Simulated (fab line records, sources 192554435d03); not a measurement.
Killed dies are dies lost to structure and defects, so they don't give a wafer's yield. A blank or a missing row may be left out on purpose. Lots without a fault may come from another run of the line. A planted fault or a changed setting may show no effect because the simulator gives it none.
Split-lot experiment | flow n5_finfet | 7 lots, 39 wafers read, on a route of 1938 steps

THE SPLIT
At N5_BEOL_M14_DEP_53 (deposits SiCN from 3MS/NH3, target thk 50 nm, time 17.8 s), the setting time_s was moved away from the recipe's 17.8 s on 18 of the 39 wafers read, by -59.4% to -17.1%. The other wafers ran this setting at the recipe's value.

The reading is taken at the split's own step.

THE READING
SiCN_of_BEOL_M14_DEP_53.thk_nm (the simulator's own value, which no gauge read), in nm, at N5_BEOL_M14_DEP_53 (deposits SiCN from 3MS/NH3, target thk 50 nm, time 17.8 s). The file gives no usual value for it. The 21 wafers here that ran the recipe average 50.0 nm, standard deviation 0.79 nm.

wafer  | tool, chamber at the split | time_s as run, s | against the recipe | SiCN_of_BEOL_M14_DEP_53.thk_nm, nm | against lot-mates on the recipe
L074.1 | pecvd-02, 0                | 7.224            | -59.4%             | 21                                 | -29.1
L074.2 | pecvd-02, 2                | 17.8             | recipe             | 49.4                               | -
L074.3 | pecvd-02, 1                | 7.224            | -59.4%             | 20.8                               | -29.3
L074.4 | pecvd-02, 2,0              | 17.8             | recipe             | 50.4                               | -
L074.6 | pecvd-02, 2,0              | 17.8             | recipe             | 50.4                               | -
L074.5 | pecvd-02, 1                | 7.224            | -59.4%             | 21.4                               | -28.7
L080.1 | pecvd-04, 2                | 17.8             | recipe             | 49.8                               | -
L080.2 | pecvd-04, 0,1              | 7.291            | -59.0%             | 20.8                               | -29.3
L080.3 | pecvd-04, 0,1              | 7.291            | -59.0%             | 20.8                               | -29.3
L080.4 | pecvd-04, 1                | 7.291            | -59.0%             | 21.2                               | -28.9
L080.5 | pecvd-04, 0                | 17.8             | recipe             | 50.4                               | -
L080.6 | pecvd-04, 2                | 17.8             | recipe             | 50                                 | -
L085.2 | pecvd-04, 0                | 17.8             | recipe             | 48.4                               | -
L085.3 | pecvd-04, 1                | 17.8             | recipe             | 48.8                               | -
L085.4 | pecvd-04, 0                | 17.8             | recipe             | 49.2                               | -
L087.1 | pecvd-04, 1                | 17.8             | recipe             | 49.8                               | -
L087.2 | pecvd-04, 0                | 17.8             | recipe             | 49.6                               | -
L087.3 | pecvd-04, 2                | 14.76            | -17.1%             | 41.2                               | -8.7
L087.4 | pecvd-04, 2                | 14.76            | -17.1%             | 41.4                               | -8.5
L087.5 | pecvd-04, 0                | 17.8             | recipe             | 50.4                               | -
L087.6 | pecvd-04, 1                | 14.76            | -17.1%             | 41.8                               | -8.1
L090.1 | pecvd-04, 1                | 17.8             | recipe             | 49.4                               | -
L090.2 | pecvd-04, 0                | 17.8             | recipe             | 48.6                               | -
L090.3 | pecvd-04, 2,0              | 8.973            | -49.6%             | 24.6                               | -24.8
L090.4 | pecvd-04, 2,0              | 8.973            | -49.6%             | 24.6                               | -24.8
L090.5 | pecvd-04, 1                | 17.8             | recipe             | 50.2                               | -
L090.6 | pecvd-04, 2                | 8.973            | -49.6%             | 25                                 | -24.4
L095.1 | pecvd-02, 0                | 14.64            | -17.8%             | 41.4                               | -9.7
L095.2 | pecvd-02, 2                | 14.64            | -17.8%             | 40.8                               | -10.3
L095.3 | pecvd-02, 1                | 17.8             | recipe             | 50.4                               | -
L095.4 | pecvd-02, 1                | 17.8             | recipe             | 51.8                               | -
L095.5 | pecvd-02, 0                | 17.8             | recipe             | 51                                 | -
L095.6 | pecvd-02, 2                | 14.64            | -17.8%             | 42.2                               | -8.9
L096.1 | pecvd-01, 1                | 17.8             | recipe             | 50.2                               | -
L096.2 | pecvd-01, 0                | 9.726            | -45.4%             | 27.4                               | -23.0
L096.3 | pecvd-01, 2                | 9.726            | -45.4%             | 28.4                               | -22.0
L096.4 | pecvd-01, 0                | 9.726            | -45.4%             | 28.2                               | -22.2
L096.5 | pecvd-01, 2                | 17.8             | recipe             | 50.4                               | -
L096.6 | pecvd-01, 1                | 17.8             | recipe             | 50.6                               | -
Where a row lists several chambers, the file gives one row for several wafers and doesn't say which wafer went through which chamber.

THE FIT
A straight line over all 39 wafers: SiCN_of_BEOL_M14_DEP_53.thk_nm changes by +0.492 nm for each +1% of time_s; r = +1.00; the points scatter about the line by 0.7 nm.
The same after taking each lot's own level away (the mean of its wafers on the recipe; 39 wafers): +0.492 nm for each +1%; r = +1.00; scatter 0.48 nm.
On that fit, the largest move of time_s shifts the reading by 29 nm.
The lots' own levels span 48.80 to 51.07 nm, that is 2.9 times the standard deviation above.
So the lot-to-lot level changes the slope little: the two slopes agree.
Check: with one of the wafers moved furthest among these (-59.4%) left out of the fit, the line predicts -29.4 nm for it against its lot-mates. It came out at -29.1 nm against them.

OTHER SPLITS ON THESE WAFERS
These wafers also went through other splits before the reading. Each is held against what the fit with the lots' levels taken away leaves over:
other split on the same wafers      | wafers away from the commonest value | r with SiCN_of_BEOL_M14_DEP_53.thk_nm (lot level and that fit taken away)
N5_BEOL_M14_ILD_DEP_00 target_thk_a | 9                                    | +0.09

THE FILE'S OWN FIT
SiCN_of_BEOL_M14_DEP_53.thk_nm changes by +0.494 nm for each +1% of time_s, r = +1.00.
